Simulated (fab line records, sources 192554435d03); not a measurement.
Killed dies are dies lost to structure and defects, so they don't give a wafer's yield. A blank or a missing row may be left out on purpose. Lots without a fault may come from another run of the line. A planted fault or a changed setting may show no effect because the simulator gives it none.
One fault seen from 2 desks | flow n5_finfet | each desk has only its own numbers; what lay behind them comes last

THE TOOL OWNER'S DESK: rie_si-05
The tool's own readings at N5_STI_FIN_REVEAL_ETCH_34 (etches Si in H2, material Si, target depth 0.97 nm): means of the sampled wafers that have a number, for each lot that ran on this tool. A lot is out of limits, marked OUT, if its mean lies more than 4 standard deviations from the usual mean; the brackets give that distance.
Columns: A = drypump_motor_current_A at N5_STI_FIN_REVEAL_ETCH_34, usual 5.7 A; B = oes_product_au at N5_STI_FIN_REVEAL_ETCH_34, usual 1.004 a.u.; C = throttle_valve_pct at N5_STI_FIN_REVEAL_ETCH_34, usual 25.7 %
lot  | first seen here | A   | B     | C
L218 | day 4 00:48     | 5.8 | 0.991 | 25.4
L220 | day 4 11:17     | 5.6 | 0.994 | 25.8
L231 | day 7 06:08     | 6.0 | 1.005 | 25.4
L234 | day 8 01:29     | 6.0 | 1.002 | 25.4
This desk's finding: nothing out of limits on any of the 4 lots.

THE DEFECT DESK
What the inspections along the route counted, lot by lot: means of the sampled wafers that have a number. A lot is out of limits, marked OUT, if its mean lies more than 4 standard deviations from the usual mean; the brackets give that distance.
Columns: A = raw_defect_count at N5_STI_FIN_REVEAL_INSPECT_13, usual 11
lot  | first seen here | A
L212 | day 2 13:28     | 9
L213 | day 2 19:13     | 13
L216 | day 3 15:12     | 14
L217 | day 3 21:58     | 11
L218 | day 4 01:30     | 15
L220 | day 4 11:59     | 12
L223 | day 5 07:37     | 9
L224 | day 5 16:55     | 11
L231 | day 7 06:51     | 681 (+99 or more) OUT
L234 | day 8 02:11     | 671 (+99 or more) OUT
L235 | day 8 09:25     | 17
This desk's finding: out of limits on L231, L234; first on L231, day 7 06:51 (raw_defect_count at N5_STI_FIN_REVEAL_INSPECT_13). In limits: L212, L213, L216, L217, L218, L220, L223, L224, L235.

PUT TOGETHER
The defect desk could have raised an alarm at day 7 06:51, on L231, L234.
The tool owner's desk saw nothing out of limits.
The tool owner's desk has L231, L234 on record, within its limits.
Of the lots named, all ran N5_STI_FIN_REVEAL_ETCH_34 on rie_si-05.

WHAT THE SIMULATOR HAD PUT IN
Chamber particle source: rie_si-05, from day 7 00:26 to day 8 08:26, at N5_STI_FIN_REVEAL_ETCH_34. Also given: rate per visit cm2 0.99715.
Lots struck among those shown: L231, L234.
Hours from the fault's start to each desk's first reading out of limits: the defect desk, 6.
